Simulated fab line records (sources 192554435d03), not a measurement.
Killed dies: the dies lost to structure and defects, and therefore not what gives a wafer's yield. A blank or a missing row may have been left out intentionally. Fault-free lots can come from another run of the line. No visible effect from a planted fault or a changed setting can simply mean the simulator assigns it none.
Matching of chambers	flow n5-finfet	3 sister chambers for N5_BEOL_M10_ILD_DEP_00 on pecvd-01
The step deposits SiCOH lowk from DEMS/porogen, target thk 308.51 nm, time 58 s. 3 wafers are shown with their chamber, then 11 later ones without.

== WAFERS WITH THEIR CHAMBER ==
wafer	chamber	throttle-valve-pct (%)
L085.5	1	13.6
L089.1	0	14.7
L090.2	2	13.3

== WAFERS WITH NO CHAMBER GIVEN ==
wafer	throttle-valve-pct (%)
L090.3	13.9
L090.6	13.7
L092.2	14.7
L092.4	13.6
L092.5	15.0
L094.1	13.5
L094.3	15.1
L094.4	13.3
L097.3	13.8
L097.4	14.9
L097.6	13.6

== EACH ONE'S CHAMBER ==
wafer	from the rows above	in truth
L090.3	can't be placed: 1 or 2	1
L090.6	can't be placed: 1 or 2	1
L092.2	0	0
L092.4	can't be placed: 1 or 2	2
L092.5	0	0
L094.1	can't be placed: 1 or 2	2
L094.3	0	0
L094.4	can't be placed: 2 or 1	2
L097.3	can't be placed: 1 or 2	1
L097.4	0	0
L097.6	can't be placed: 1 or 2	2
Correct placement for 4 of the 11. Not placeable from these rows: 7 (in 7, the candidates include the true chamber). Placed wrongly: 0.
How it was worked out, from the rows above alone: a wafer's distance from a chamber is the root of the sum, over the readings, of the square of ((its reading less the chamber's mean) divided by the reading's scatter). If the next closest chamber is less than 2 further off than the closest, the wafer can't be placed; otherwise it belongs to the closest. A chamber's mean is the mean of its shown wafers. The scatter: root of mean squared gap, hidden wafer to nearest shown wafer, with one shown wafer a chamber.
